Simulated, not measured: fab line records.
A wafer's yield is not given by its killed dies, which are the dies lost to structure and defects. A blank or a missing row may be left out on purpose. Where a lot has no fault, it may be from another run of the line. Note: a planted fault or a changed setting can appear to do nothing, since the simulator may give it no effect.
Matching of chambers + flow nand harc + rie diel-10 running NHARC_P_GATE_STRIP_101: 4 sister chambers
The step strips in O2, time 20 s. 14 wafers are shown with their chamber, then 7 later ones without.

WAFERS, EACH WITH ITS CHAMBER
| wafer  | chamber | drypump motor current A (A) | oes product au (a.u.) | chamber pressure mTorr (mTorr) |
|--------|---------|-----------------------------|-----------------------|--------------------------------|
| L074.1 | 2       | 6.1                         | 0.995                 | 60.00                          |
| L074.2 | 0       | 6.0                         | 0.995                 | 59.96                          |
| L074.5 | 2       | 6.1                         | 1.004                 | 59.95                          |
| L076.3 | 2       | 6.1                         | 1.012                 | 59.88                          |
| L076.4 | 0       | 6.0                         | 1.000                 | 59.97                          |
| L076.6 | 1       | 5.6                         | 0.992                 | 60.02                          |
| L077.1 | 3       | 5.4                         | 0.985                 | 60.00                          |
| L077.4 | 2       | 6.1                         | 1.008                 | 59.99                          |
| L077.5 | 3       | 5.4                         | 0.993                 | 60.03                          |
| L082.1 | 3       | 5.4                         | 0.989                 | 59.96                          |
| L082.3 | 0       | 6.0                         | 0.993                 | 59.96                          |
| L082.5 | 0       | 6.0                         | 1.006                 | 59.93                          |
| L083.1 | 1       | 5.7                         | 0.990                 | 59.98                          |
| L083.2 | 0       | 6.0                         | 0.996                 | 60.01                          |

SIGNATURES, as means of the wafers listed above
| reading                 | chamber 0 | chamber 1 | chamber 2 | chamber 3 | scatter within a chamber |
|-------------------------|-----------|-----------|-----------|-----------|--------------------------|
| drypump motor current A | 6.000     | 5.650     | 6.100     | 5.400     | 0.0224                   |
| oes product au          | 0.99800   | 0.99100   | 1.00475   | 0.98900   | 0.00547                  |
| chamber pressure mTorr  | 59.9660   | 60.0000   | 59.9550   | 59.9967   | 0.0394                   |
Rule: a wafer's distance from a chamber is the root of the sum, over the readings, of the square of ((its reading less the chamber's mean) divided by the reading's scatter). The wafer belongs to the nearest chamber; if the next one is less than 2 further off, it can't be placed. How the scatter is found: for the shown wafers, subtract from each reading the mean of its chamber, square and add these, divide the total by (wafers less chambers), then take the root.

WAFERS WITH NO CHAMBER GIVEN
| wafer  | drypump motor current A (A) | oes product au (a.u.) | chamber pressure mTorr (mTorr) |
|--------|-----------------------------|-----------------------|--------------------------------|
| L083.6 | 6.1                         | 0.996                 | 59.97                          |
| L085.1 | 5.4                         | 0.994                 | 59.96                          |
| L085.2 | 6.1                         | 1.007                 | 59.92                          |
| L085.4 | 5.9                         | 1.005                 | 59.95                          |
| L088.3 | 5.4                         | 0.993                 | 59.95                          |
| L088.5 | 5.4                         | 0.992                 | 59.97                          |
| L088.6 | 6.1                         | 1.015                 | 59.95                          |

CHAMBER TAKEN BY EACH
| wafer  | from the rows above | in truth |
|--------|---------------------|----------|
| L083.6 | 2                   | 2        |
| L085.1 | 3                   | 3        |
| L085.2 | 2                   | 2        |
| L085.4 | 0                   | 0        |
| L088.3 | 3                   | 3        |
| L088.5 | 3                   | 3        |
| L088.6 | 2                   | 2        |
Placed correctly: 7 of 7. Not placeable from these rows: 0. Number placed wrongly: 0.
